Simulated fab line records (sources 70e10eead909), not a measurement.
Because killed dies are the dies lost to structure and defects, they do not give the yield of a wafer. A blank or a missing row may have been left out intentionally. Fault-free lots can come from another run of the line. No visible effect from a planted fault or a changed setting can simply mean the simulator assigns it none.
Matching of chambers || flow nand-harc || NHARC_A_BLC_ALD_23 on ald-metal-01 has 4 sister chambers
The step deposits TiN, target thk 3 nm, pulse time 1 s, ald cycles 150. 4 wafers are shown with their chamber, then 9 later ones without.

## WAFERS PAIRED WITH THEIR CHAMBERS
{"wafer": "L087.6", "chamber": 1, "heater-power-w (W)": 966}
{"wafer": "L090.1", "chamber": 3, "heater-power-w (W)": 1129}
{"wafer": "L090.4", "chamber": 0, "heater-power-w (W)": 1101}
{"wafer": "L090.5", "chamber": 2, "heater-power-w (W)": 1075}

## WAFERS MISSING THEIR CHAMBER
{"wafer": "L093.1", "heater-power-w (W)": 1118}
{"wafer": "L093.5", "heater-power-w (W)": 1114}
{"wafer": "L093.6", "heater-power-w (W)": 1094}
{"wafer": "L097.2", "heater-power-w (W)": 956}
{"wafer": "L097.5", "heater-power-w (W)": 1017}
{"wafer": "L097.6", "heater-power-w (W)": 1101}
{"wafer": "L096.2", "heater-power-w (W)": 1132}
{"wafer": "L096.4", "heater-power-w (W)": 1053}
{"wafer": "L096.6", "heater-power-w (W)": 959}

## EACH ONE'S CHAMBER
{"wafer": "L093.1", "from the rows above": "can't be placed: 3 or 0 or 2", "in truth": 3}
{"wafer": "L093.5", "from the rows above": "can't be placed: 0 or 3 or 2", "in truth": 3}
{"wafer": "L093.6", "from the rows above": "can't be placed: 0 or 2 or 3", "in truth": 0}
{"wafer": "L097.2", "from the rows above": 1, "in truth": 1}
{"wafer": "L097.5", "from the rows above": "can't be placed: 1 or 2 or 0", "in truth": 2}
{"wafer": "L097.6", "from the rows above": "can't be placed: 0 or 2 or 3", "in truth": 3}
{"wafer": "L096.2", "from the rows above": "can't be placed: 3 or 0", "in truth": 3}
{"wafer": "L096.4", "from the rows above": "can't be placed: 2 or 0", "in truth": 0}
{"wafer": "L096.6", "from the rows above": 1, "in truth": 1}
Placed correctly: 2 of 9. Can't be placed from these rows: 7 (the true chamber is among the candidates in 7). Wrongly placed: 0.
How it was worked out, from the rows above alone: a wafer's distance from a chamber is the root of the sum, over the readings, of the square of ((its reading less the chamber's mean) divided by the reading's scatter). If the next closest chamber is less than 2 further off than the closest, the wafer can't be placed; otherwise it belongs to the closest. The mean given for a chamber averages the wafers shown for that chamber. The scatter (one wafer shown for each chamber): square how far every hidden wafer sits from the nearest shown wafer, average those squares and take the square root.
